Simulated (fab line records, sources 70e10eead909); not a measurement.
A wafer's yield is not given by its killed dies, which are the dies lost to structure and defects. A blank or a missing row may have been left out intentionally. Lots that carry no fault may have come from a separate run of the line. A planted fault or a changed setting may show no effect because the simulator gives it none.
A struck lot beside a sound one / flow nand harc / 14 steps out of a route of 1302
Sound: wafers L457.2, L457.3, L457.4. Struck: wafers L470.4, L470.6. (L470.5 of the same lot was not struck and is left out.) The cause comes at the end.
Each step with rows lists, per side, the tool, then ch with its chambers, then its first start. Under that, the readings that differ: sound wafers / struck wafers / difference of the means / sigmas: that difference in standard deviations of wafers without a fault.
alike: same words and numbers on both sides, and readings whose means sit less than 2 such deviations apart. not compared: any withheld reading, any reading some wafer has no value for, any bound like >300 that may hide the same value, and any number with overlapping values for which the record gives no deviation.
Wherever a step has rows on one side only, a row that says differs or no value, or a row with sigmas, the two part there. Numbers that don't overlap but have no deviation are shown without sigmas and don't part them. A reading that every wafer of one side lacks parts them only if that side has two wafers or more.

NHARC_A_SOURCE_PLATE_THK_MEAS_09: measures by ellipsometry.
  struck on film metro-01, day 14 00:16; sound on film metro-02, day 8 17:10
  alike: thk nm
then, 3 steps without rows for these wafers: NHARC_A_SOURCE_PLATE_PVD_04 (deposits WSi2, target thk 50 nm); NHARC_A_SOURCE_PLATE_CVD_03 (deposits poly-Si, target thk 200 nm, time 4000 s); NHARC_A_SOURCE_PLATE_ANNEAL_05 (time 1800 s).
NHARC_A_SOURCE_PLATE_THK_MEAS_06: measures by ellipsometry.
  struck on film metro-01, day 14 17:00; sound on film metro-02, day 9 06:10
  alike: thk nm
NHARC_A_SOURCE_PLATE_INSPECT_08:
  struck on defect inspect-02, day 14 17:04; sound on defect inspect-01, day 9 06:14
  alike: raw defect count
after that, 1 step with no rows for these wafers: NHARC_A_ONON_D1_DEP_00 (target thk 1000 nm).
NHARC_A_ONON_D1_THK_MEAS_02: measures by ellipsometry.
  struck on film metro-01, day 14 17:39; sound on film metro-01, day 9 06:49
  alike: thk nm
after that, 1 step with no rows for these wafers: NHARC_A_ONON_D1_DEP_03 (target thk 1000 nm).
NHARC_A_ONON_D1_THK_MEAS_05: measures by ellipsometry.
  struck on film metro-01, day 14 18:13; sound on film metro-02, day 9 07:23
  alike: thk nm
NHARC_A_ONON_D1_DEP_06: target thk 1000 nm.
  sound on pecvd onon-03 ch 0, day 9 07:30; struck on pecvd onon-04 ch 0, day 14 18:27
NHARC_A_ONON_D1_THK_MEAS_08: measures by ellipsometry.
  struck on film metro-01, day 14 18:47; sound on film metro-01, day 9 07:57
reading=thk nm (nm); sound=990 990 988; struck=1115 1114; difference=+125; sigmas=+13
after that, 1 step with no rows for these wafers: NHARC_A_ONON_D1_DEP_09 (target thk 1000 nm).
-- the record jumps here: 17 days lie between the struck wafers' starts before and after (it left off in module A_ONON_D1 and takes up again in module END, whose first step shown is number 1302 of the route) --
NHARC_END_SORT_01:
  here the record holds rows for the struck wafers (prober-01 ch 0, day 31 16:27) but none for the sound ones

## WHERE THEY PART
First at NHARC_A_ONON_D1_THK_MEAS_08; last, within this record, at NHARC_END_SORT_01.

WHY: the cause the simulator had injected
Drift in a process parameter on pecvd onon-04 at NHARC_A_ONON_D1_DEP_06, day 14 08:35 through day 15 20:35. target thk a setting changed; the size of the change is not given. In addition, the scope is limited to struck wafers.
